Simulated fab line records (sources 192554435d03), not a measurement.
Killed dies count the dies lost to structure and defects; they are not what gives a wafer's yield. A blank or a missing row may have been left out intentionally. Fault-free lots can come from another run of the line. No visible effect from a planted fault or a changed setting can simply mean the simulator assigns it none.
Chamber matching | flow n5-finfet | N5_BEOL_M0_CUTY_ETCH_63 on rie-diel-01 has 4 sister chambers
The step etches SOC in N2/H2, target depth 82.7 nm, overetch 16.5 nm, time 124 s. 4 wafers are shown with their chamber, then 8 later ones without.

## EACH WAFER AND ITS CHAMBER
wafer  | chamber | throttle-valve-pct (%)
L077.6 | 2       | 18.24
L080.2 | 1       | 17.84
L084.6 | 3       | 17.71
L085.1 | 0       | 17.69

## WAFERS MISSING THEIR CHAMBER
wafer  | throttle-valve-pct (%)
L085.4 | 17.88
L085.5 | 17.72
L086.3 | 17.76
L086.5 | 17.76
L086.6 | 17.86
L094.1 | 17.92
L094.2 | 17.75
L094.4 | 17.92

## CHAMBER TAKEN BY EACH
wafer  | from the rows above          | in truth
L085.4 | 1                            | 1
L085.5 | can't be placed: 3 or 0      | 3
L086.3 | can't be placed: 3 or 0 or 1 | 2
L086.5 | can't be placed: 3 or 0 or 1 | 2
L086.6 | 1                            | 1
L094.1 | 1                            | 1
L094.2 | can't be placed: 3 or 0 or 1 | 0
L094.4 | 1                            | 1
Placed correctly: 4 of 8. Can't be placed from these rows: 4 (the true chamber is among the candidates in 2). Wrongly placed: 0.
How it was worked out, from the rows above alone: a wafer's distance from a chamber is the root of the sum, over the readings, of the square of ((its reading less the chamber's mean) divided by the reading's scatter). The wafer belongs to the nearest chamber; if the next one is less than 2 further off, it can't be placed. A chamber's mean is the mean of its shown wafers. The scatter: root of mean squared gap, hidden wafer to nearest shown wafer, with one shown wafer a chamber.
